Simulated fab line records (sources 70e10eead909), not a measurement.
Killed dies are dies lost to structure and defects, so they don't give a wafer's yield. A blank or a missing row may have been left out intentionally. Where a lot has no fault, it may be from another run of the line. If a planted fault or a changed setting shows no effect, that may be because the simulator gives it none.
fab line records / flow nandHarc / part 2 of 2: steps 28 to 41 of 41
record lots=5 wafers=15 lastDay=33
route steps=1302 shown P_GATE@127
lots that met no fault: from a run of the same line without faults
startH: the number of hours between the record's first day and the start of the first shown wafer of the lot / waitH: how many hours have passed since the lot's step before this one / " same as the row above / L1.1+2: one row covering several wafers at once / - no value, or no start given / * or withheld: withheld / < > ~ a bound
route shown NAME@n: names a module that has steps shown in the file, with the first one's number in the route / usual: mean and standard deviation over wafers with no fault / same: alike in all rows / chamber/n: place in a boat / sites: readings site by site / _std_site: the values' standard deviation / _edge_site: outer sites' mean less inner sites' / radiusMm: how far each site lies from the wafer's centre / mask NAME#n: copy n / behind: the last tool/chamber to shape the wafer / hold: reason for holding the lot/hours on hold/outcome of the hold / device: names the non-switching transistor (n, p or np) / end of line: the same wafers' tests at the end of the route / a step with no rows: only its recipe / killed: at the first sort, the dies lost to defects and structure; wafer yield is something else / map: dies across one wafer; x = killed, . = not, _ = none there
set.NAME: setting as actually run; set.NAME@STEP: the setting as run at that earlier step / model.NAME: the simulator's own value behind a step, which no gauge read
certain route steps with their lots: each step a table, each wafer a row
services: when a tool's chamber went out of use (startH, in hours from the record's first day, below 0 if earlier), for how many hours, and the reason
## steps
# step NHARC_P_GATE_SRD_74
lot.wafer=L075.4+1+5 tool=wetBench-06 chamber=7,0,2 startH=- waitH=-
lot.wafer=L077.6+3+4 tool=wetBench-03 chamber=7,1,2 startH=- waitH=-
lot.wafer=L079.2+6+5 tool=wetBench-06 chamber=2,3,5 startH=- waitH=-
lot.wafer=L080.6+4+2 tool=wetBench-06 chamber=1,2,5 startH=- waitH=-
lot.wafer=L097.2+6+4 tool=wetBench-06 chamber=2,3,4 startH=- waitH=-
# step NHARC_P_GATE_ALD_36
# recipe targetThkA=200 pulseTimeS=60 aldCycles=223 tempC=400 material=SiNx
# usual heaterPowerW=887/99 precursorPulseHeightRel=1.002/0.019
# same aldCycles=223
lot.wafer=L075.1 tool=aldSin-03 chamber=3 startH=106.30 waitH=- heaterPowerW=970 precursorPulseHeightRel=0.991 sinceWetCleanH=101
lot.wafer=L075.4 tool=aldSin-03 chamber=1 startH=108.44 waitH=- heaterPowerW=793 precursorPulseHeightRel=0.981 sinceWetCleanH=103
lot.wafer=L075.5 tool=aldSin-03 chamber=3 startH=110.58 waitH=- heaterPowerW=950 precursorPulseHeightRel=0.995 sinceWetCleanH=-
lot.wafer=L077.3 tool=aldSin-04 chamber=1 startH=133.36 waitH=- heaterPowerW=1139 precursorPulseHeightRel=0.960 sinceWetCleanH=44
lot.wafer=L077.4 tool=aldSin-04 chamber=2 startH=134.43 waitH=- heaterPowerW=955 precursorPulseHeightRel=1.029 sinceWetCleanH=45
lot.wafer=L077.6 tool=aldSin-04 chamber=0 startH=136.55 waitH=- heaterPowerW=902 precursorPulseHeightRel=1.004 sinceWetCleanH=-
lot.wafer=L079.2 tool=aldSin-01 chamber=0 startH=148.90 waitH=- heaterPowerW=742 precursorPulseHeightRel=1.037 sinceWetCleanH=105
lot.wafer=L079.5 tool=aldSin-01 chamber=2 startH=151.00 waitH=- heaterPowerW=889 precursorPulseHeightRel=0.983 sinceWetCleanH=-
lot.wafer=L079.6 tool=aldSin-01 chamber=3 startH=152.05 waitH=- heaterPowerW=843 precursorPulseHeightRel=0.999 sinceWetCleanH=-
lot.wafer=L080.2 tool=aldSin-04 chamber=3 startH=163.63 waitH=- heaterPowerW=828 precursorPulseHeightRel=0.967 sinceWetCleanH=74
lot.wafer=L080.4 tool=aldSin-04 chamber=0 startH=164.68 waitH=- heaterPowerW=877 precursorPulseHeightRel=0.978 sinceWetCleanH=75
lot.wafer=L080.6 tool=aldSin-04 chamber=1 startH=165.73 waitH=- heaterPowerW=1145 precursorPulseHeightRel=1.017 sinceWetCleanH=-
lot.wafer=L097.2 tool=aldSin-01 chamber=0 startH=327.88 waitH=- heaterPowerW=806 precursorPulseHeightRel=1.025 sinceWetCleanH=104
lot.wafer=L097.4 tool=aldSin-01 chamber=1 startH=328.94 waitH=- heaterPowerW=908 precursorPulseHeightRel=0.954 sinceWetCleanH=105
lot.wafer=L097.6 tool=aldSin-01 chamber=1 startH=333.20 waitH=- heaterPowerW=951 precursorPulseHeightRel=0.984 sinceWetCleanH=-
# step NHARC_P_GATE_ETCHBACK_37
# recipe targetDepthA=345 timeS=17.2 chf3FlowSccm=50 o2FlowSccm=10 arFlowSccm=200 rfW=500 biasW=200 chemistry=CHF3/O2
# usual biasW=200.1/0.58 drypumpMotorCurrentA=5.8/0.54 oesProductAu=0.96/0.035 rfVppV=371.3/2.2 showerheadPlenumPTorr=2.43/0.098 throttleValvePct=20.571/0.0094
lot.wafer=L075.4 tool=rieDiel-01 chamber=3 startH=- waitH=- biasW=200.0 drypumpMotorCurrentA=6.5 oesProductAu=1.00 rfHoursCounterH=4 rfVppV=368.7 showerheadPlenumPTorr=2.40 throttleValvePct=20.565
lot.wafer=L075.1 tool=rieDiel-01 chamber=2 startH=- waitH=- biasW=201.1 drypumpMotorCurrentA=5.3 oesProductAu=1.01 rfHoursCounterH=5 rfVppV=370.5 showerheadPlenumPTorr=2.39 throttleValvePct=20.566
lot.wafer=L075.5 tool=rieDiel-01 chamber=0 startH=- waitH=- biasW=199.5 drypumpMotorCurrentA=5.0 oesProductAu=0.99 rfHoursCounterH=- rfVppV=374.1 showerheadPlenumPTorr=2.54 throttleValvePct=20.594
lot.wafer=L077.3 tool=rieDiel-09 chamber=3 startH=- waitH=- biasW=199.3 drypumpMotorCurrentA=6.2 oesProductAu=1.00 rfHoursCounterH=10 rfVppV=374.6 showerheadPlenumPTorr=2.54 throttleValvePct=20.572
lot.wafer=L077.4 tool=rieDiel-09 chamber=1 startH=- waitH=- biasW=200.2 drypumpMotorCurrentA=6.6 oesProductAu=1.00 rfHoursCounterH=10 rfVppV=369.0 showerheadPlenumPTorr=2.32 throttleValvePct=20.562
lot.wafer=L077.6 tool=rieDiel-09 chamber=3 startH=- waitH=- biasW=199.3 drypumpMotorCurrentA=6.2 oesProductAu=1.00 rfHoursCounterH=- rfVppV=374.1 showerheadPlenumPTorr=2.54 throttleValvePct=20.583
lot.wafer=L079.2 tool=rieDiel-09 chamber=3 startH=- waitH=- biasW=200.8 drypumpMotorCurrentA=6.2 oesProductAu=1.00 rfHoursCounterH=0 rfVppV=374.2 showerheadPlenumPTorr=2.54 throttleValvePct=20.591
lot.wafer=L079.5 tool=rieDiel-09 chamber=0 startH=- waitH=- biasW=201.0 drypumpMotorCurrentA=5.7 oesProductAu=1.01 rfHoursCounterH=- rfVppV=372.0 showerheadPlenumPTorr=2.58 throttleValvePct=20.578
lot.wafer=L079.6 tool=rieDiel-09 chamber=1 startH=- waitH=- biasW=200.8 drypumpMotorCurrentA=6.7 oesProductAu=1.00 rfHoursCounterH=- rfVppV=368.7 showerheadPlenumPTorr=2.32 throttleValvePct=20.579
lot.wafer=L080.4 tool=rieDiel-12 chamber=1 startH=- waitH=- biasW=200.8 drypumpMotorCurrentA=5.4 oesProductAu=0.93 rfHoursCounterH=5 rfVppV=369.1 showerheadPlenumPTorr=2.40 throttleValvePct=20.564
lot.wafer=L080.2 tool=rieDiel-12 chamber=2 startH=- waitH=- biasW=199.5 drypumpMotorCurrentA=5.8 oesProductAu=0.93 rfHoursCounterH=4 rfVppV=371.1 showerheadPlenumPTorr=2.45 throttleValvePct=20.577
lot.wafer=L080.6 tool=rieDiel-12 chamber=1 startH=- waitH=- biasW=200.0 drypumpMotorCurrentA=5.4 oesProductAu=0.93 rfHoursCounterH=- rfVppV=369.7 showerheadPlenumPTorr=2.40 throttleValvePct=20.571
lot.wafer=L097.2 tool=rieDiel-09 chamber=0 startH=- waitH=- biasW=200.0 drypumpMotorCurrentA=5.7 oesProductAu=0.99 rfHoursCounterH=0 rfVppV=374.1 showerheadPlenumPTorr=2.58 throttleValvePct=20.571
lot.wafer=L097.4 tool=rieDiel-09 chamber=0 startH=- waitH=- biasW=199.9 drypumpMotorCurrentA=5.7 oesProductAu=0.99 rfHoursCounterH=- rfVppV=374.3 showerheadPlenumPTorr=2.58 throttleValvePct=20.573
lot.wafer=L097.6 tool=rieDiel-09 chamber=1 startH=- waitH=- biasW=200.0 drypumpMotorCurrentA=6.7 oesProductAu=1.00 rfHoursCounterH=- rfVppV=367.8 showerheadPlenumPTorr=2.32 throttleValvePct=20.568
# step NHARC_P_GATE_STRIP_101
# recipe timeS=20 o2FlowSccm=500 arFlowSccm=0 biasW=0 chemistry=O2
# usual drypumpMotorCurrentA=5.8/0.54 oesProductAu=1.002/0.0065 rfVppV=57.9/1 showerheadPlenumPTorr=3.58/0.14 throttleValvePct=17.035/0.0091
# same biasW=0
lot.wafer=L075.1 tool=rieDiel-01 chamber=0 startH=115.98 waitH=0.1 drypumpMotorCurrentA=5.0 oesProductAu=0.999 rfHoursCounterH=4 rfVppV=58.8 showerheadPlenumPTorr=3.73 throttleValvePct=17.037
lot.wafer=L075.4 tool=rieDiel-01 chamber=2 startH=115.98 waitH=0.1 drypumpMotorCurrentA=5.3 oesProductAu=1.006 rfHoursCounterH=5 rfVppV=57.2 showerheadPlenumPTorr=3.51 throttleValvePct=17.030
lot.wafer=L075.5 tool=rieDiel-01 chamber=0 startH=115.98 waitH=0.1 drypumpMotorCurrentA=5.0 oesProductAu=0.999 rfHoursCounterH=- rfVppV=56.8 showerheadPlenumPTorr=3.73 throttleValvePct=17.033
lot.wafer=L077.3 tool=rieDiel-09 chamber=0 startH=141.95 waitH=0.1 drypumpMotorCurrentA=5.7 oesProductAu=0.995 rfHoursCounterH=10 rfVppV=58.8 showerheadPlenumPTorr=3.78 throttleValvePct=17.030
lot.wafer=L077.4 tool=rieDiel-09 chamber=3 startH=141.95 waitH=0.1 drypumpMotorCurrentA=6.2 oesProductAu=1.002 rfHoursCounterH=10 rfVppV=58.8 showerheadPlenumPTorr=3.73 throttleValvePct=17.036
lot.wafer=L077.6 tool=rieDiel-09 chamber=1 startH=141.95 waitH=0.1 drypumpMotorCurrentA=6.7 oesProductAu=0.998 rfHoursCounterH=- rfVppV=58.6 showerheadPlenumPTorr=3.41 throttleValvePct=17.020
lot.wafer=L079.2 tool=rieDiel-09 chamber=2 startH=156.37 waitH=0.1 drypumpMotorCurrentA=6.2 oesProductAu=1.002 rfHoursCounterH=0 rfVppV=56.5 showerheadPlenumPTorr=3.54 throttleValvePct=17.035
lot.wafer=L079.6 tool=rieDiel-09 chamber=1 startH=156.37 waitH=0.1 drypumpMotorCurrentA=6.7 oesProductAu=1.001 rfHoursCounterH=- rfVppV=55.8 showerheadPlenumPTorr=3.41 throttleValvePct=17.029
lot.wafer=L079.5 tool=rieDiel-09 chamber=2 startH=156.37 waitH=0.1 drypumpMotorCurrentA=6.2 oesProductAu=1.001 rfHoursCounterH=- rfVppV=56.5 showerheadPlenumPTorr=3.55 throttleValvePct=17.021
lot.wafer=L080.2 tool=rieDiel-12 chamber=0 startH=171.11 waitH=0.1 drypumpMotorCurrentA=5.1 oesProductAu=0.990 rfHoursCounterH=5 rfVppV=58.0 showerheadPlenumPTorr=3.31 throttleValvePct=17.041
lot.wafer=L080.4 tool=rieDiel-12 chamber=1 startH=171.11 waitH=0.1 drypumpMotorCurrentA=5.4 oesProductAu=1.003 rfHoursCounterH=5 rfVppV=58.4 showerheadPlenumPTorr=3.53 throttleValvePct=17.036
lot.wafer=L080.6 tool=rieDiel-12 chamber=1 startH=171.11 waitH=0.1 drypumpMotorCurrentA=5.4 oesProductAu=0.998 rfHoursCounterH=- rfVppV=57.8 showerheadPlenumPTorr=3.53 throttleValvePct=17.035
lot.wafer=L097.2 tool=rieDiel-09 chamber=2 startH=337.55 waitH=0.1 drypumpMotorCurrentA=6.2 oesProductAu=0.998 rfHoursCounterH=0 rfVppV=57.2 showerheadPlenumPTorr=3.54 throttleValvePct=17.027
lot.wafer=L097.6 tool=rieDiel-09 chamber=2 startH=337.55 waitH=0.1 drypumpMotorCurrentA=6.2 oesProductAu=0.990 rfHoursCounterH=- rfVppV=57.0 showerheadPlenumPTorr=3.54 throttleValvePct=17.039
lot.wafer=L097.4 tool=rieDiel-09 chamber=0 startH=337.55 waitH=0.1 drypumpMotorCurrentA=5.7 oesProductAu=0.995 rfHoursCounterH=- rfVppV=57.7 showerheadPlenumPTorr=3.78 throttleValvePct=17.038
# step NHARC_P_GATE_PRECLEAN_97
# recipe timeS=600 tempC=120 chemistry=SPM
lot.wafer=L075.4+1+5 tool=wetBench-04 chamber=5,7,1 startH=116.10 waitH=-
lot.wafer=L077.4+6+3 tool=wetBench-04 chamber=4,5,6 startH=142.07 waitH=-
lot.wafer=L079.2+5+6 tool=wetBench-06 chamber=7,3,4 startH=156.46 waitH=-
lot.wafer=L080.6+2+4 tool=wetBench-06 chamber=3,4,6 startH=171.21 waitH=-
lot.wafer=L097.2+4+6 tool=wetBench-06 chamber=2,6,7 startH=337.65 waitH=-
# step NHARC_P_GATE_SRD_98
lot.wafer=L075.4+1+5 tool=wetBench-04 chamber=5,7,1 startH=- waitH=-
lot.wafer=L077.4+6+3 tool=wetBench-04 chamber=4,5,6 startH=- waitH=-
lot.wafer=L079.2+5+6 tool=wetBench-06 chamber=7,3,4 startH=- waitH=-
lot.wafer=L080.6+2+4 tool=wetBench-06 chamber=3,4,6 startH=- waitH=-
lot.wafer=L097.2+4+6 tool=wetBench-06 chamber=2,6,7 startH=- waitH=-
# step NHARC_P_GATE_PRECLEAN_99
# recipe timeS=* tempC=50 bathAgeMin=0 chemistry=SC1
lot.wafer=L075.4+1+5 tool=wetBench-04 chamber=5,7,1 startH=- waitH=-
lot.wafer=L077.4+6+3 tool=wetBench-04 chamber=4,5,6 startH=- waitH=-
lot.wafer=L079.2+5+6 tool=wetBench-06 chamber=7,3,4 startH=- waitH=-
lot.wafer=L080.6+2+4 tool=wetBench-06 chamber=3,4,6 startH=- waitH=-
lot.wafer=L097.2+4+6 tool=wetBench-06 chamber=2,6,7 startH=- waitH=-
# step NHARC_P_GATE_SRD_100
lot.wafer=L075.4+1+5 tool=wetBench-04 chamber=5,7,1 startH=- waitH=-
lot.wafer=L077.4+6+3 tool=wetBench-04 chamber=4,5,6 startH=- waitH=-
lot.wafer=L079.2+5+6 tool=wetBench-06 chamber=7,3,4 startH=- waitH=-
lot.wafer=L080.6+2+4 tool=wetBench-06 chamber=3,4,6 startH=- waitH=-
lot.wafer=L097.2+4+6 tool=wetBench-06 chamber=2,6,7 startH=- waitH=-
# step NHARC_P_GATE_DEHYDRATE_38
# recipe tempC=150 timeS=120
lot.wafer=L075.1+4+5 tool=lithoTrack-05 chamber=0 startH=116.49 waitH=-
lot.wafer=L077.3+4+6 tool=lithoTrack-03 chamber=0 startH=142.44 waitH=-
lot.wafer=L079.2+5+6 tool=lithoTrack-03 chamber=0 startH=156.86 waitH=-
lot.wafer=L080.2+4+6 tool=lithoTrack-05 chamber=0 startH=171.60 waitH=-
lot.wafer=L097.2+4+6 tool=lithoTrack-07 chamber=0 startH=338.06 waitH=-
# step NHARC_P_GATE_HMDS_39
# recipe timeS=30
lot.wafer=L075.1+4+5 tool=lithoTrack-05 chamber=0 startH=- waitH=-
lot.wafer=L077.3+4+6 tool=lithoTrack-03 chamber=0 startH=- waitH=-
lot.wafer=L079.2+5+6 tool=lithoTrack-03 chamber=0 startH=- waitH=-
lot.wafer=L080.2+4+6 tool=lithoTrack-05 chamber=0 startH=- waitH=-
lot.wafer=L097.2+4+6 tool=lithoTrack-07 chamber=0 startH=- waitH=-
# step NHARC_P_GATE_COAT_40
# recipe spinRpm=3000
lot.wafer=L075.1+4+5 tool=lithoTrack-05 chamber=0 startH=- waitH=-
lot.wafer=L077.3+4+6 tool=lithoTrack-03 chamber=0 startH=- waitH=-
lot.wafer=L079.2+5+6 tool=lithoTrack-03 chamber=0 startH=- waitH=-
lot.wafer=L080.2+4+6 tool=lithoTrack-05 chamber=0 startH=- waitH=-
lot.wafer=L097.2+4+6 tool=lithoTrack-07 chamber=0 startH=- waitH=-
# step NHARC_P_GATE_SOFTBAKE_41
# recipe tempC=122 timeS=95
lot.wafer=L075.1+4+5 tool=lithoTrack-05 chamber=0 startH=- waitH=-
lot.wafer=L077.3+4+6 tool=lithoTrack-03 chamber=0 startH=- waitH=-
lot.wafer=L079.2+5+6 tool=lithoTrack-03 chamber=0 startH=- waitH=-
lot.wafer=L080.2+4+6 tool=lithoTrack-05 chamber=0 startH=- waitH=-
lot.wafer=L097.2+4+6 tool=lithoTrack-07 chamber=0 startH=- waitH=-
# step NHARC_P_GATE_EBR_42
lot.wafer=L075.1+4+5 tool=lithoTrack-05 chamber=0 startH=- waitH=-
lot.wafer=L077.3+4+6 tool=lithoTrack-03 chamber=0 startH=- waitH=-
lot.wafer=L079.2+5+6 tool=lithoTrack-03 chamber=0 startH=- waitH=-
lot.wafer=L080.2+4+6 tool=lithoTrack-05 chamber=0 startH=- waitH=-
lot.wafer=L097.2+4+6 tool=lithoTrack-07 chamber=0 startH=- waitH=-
# step NHARC_P_GATE_EXPOSE_43
# recipe na=0.6 targetCdNm=720 doseMj=14.81 maskId=P_NSD
lot.wafer=L075.1+4+5 tool=krfScanner-03 chamber=0 startH=116.63 waitH=- mask=P_NSD#0
lot.wafer=L077.3+4+6 tool=krfScanner-02 chamber=0 startH=142.60 waitH=- mask=P_NSD#0
lot.wafer=L079.2+5+6 tool=krfScanner-02 chamber=0 startH=157.01 waitH=- mask=P_NSD#0
lot.wafer=L080.2+4+6 tool=krfScanner-02 chamber=0 startH=171.75 waitH=- mask=P_NSD#0
lot.wafer=L097.2+4+6 tool=krfScanner-02 chamber=0 startH=338.33 waitH=- mask=P_NSD#0
## services
tool=rieDiel-12 chamber=- startH=91.40 hours=9.0 kind=pm
tool=lithoTrack-03 chamber=- startH=100.00 hours=7.0 kind=pm
tool=lithoTrack-05 chamber=- startH=124.00 hours=7.0 kind=pm
tool=rieDiel-09 chamber=- startH=136.42 hours=0.7 kind=repair
tool=rieDiel-09 chamber=- startH=143.10 hours=9.0 kind=pm
tool=lithoTrack-01 chamber=- startH=155.00 hours=7.0 kind=pm
tool=rieDiel-12 chamber=0 startH=177.55 hours=8.0 kind=repair
tool=rieDiel-09 chamber=3 startH=177.86 hours=1.3 kind=repair
tool=wetBench-06 chamber=- startH=193.60 hours=8.0 kind=pm
tool=rieDiel-09 chamber=0 startH=202.43 hours=7.9 kind=repair
tool=lithoTrack-04 chamber=- startH=203.00 hours=7.0 kind=pm
tool=rieDiel-01 chamber=- startH=203.80 hours=9.0 kind=pm
tool=wetBench-04 chamber=- startH=227.26 hours=8.0 kind=pm
tool=rieDiel-12 chamber=2 startH=231.05 hours=7.4 kind=repair
tool=wetBench-04 chamber=- startH=255.62 hours=8.2 kind=repair
tool=rieDiel-01 chamber=0 startH=277.26 hours=3.5 kind=repair
tool=rieDiel-09 chamber=1 startH=285.79 hours=15.3 kind=repair
tool=rieDiel-01 chamber=0 startH=298.87 hours=1.5 kind=repair
tool=rieDiel-09 chamber=- startH=316.92 hours=0.6 kind=repair
tool=rieDiel-09 chamber=- startH=320.10 hours=9.0 kind=pm
tool=rieDiel-01 chamber=3 startH=328.72 hours=4.2 kind=repair
tool=rieDiel-09 chamber=3 startH=329.61 hours=22.1 kind=repair
tool=wetBench-04 chamber=- startH=329.81 hours=1.7 kind=repair
tool=lithoTrack-01 chamber=- startH=330.00 hours=7.0 kind=pm
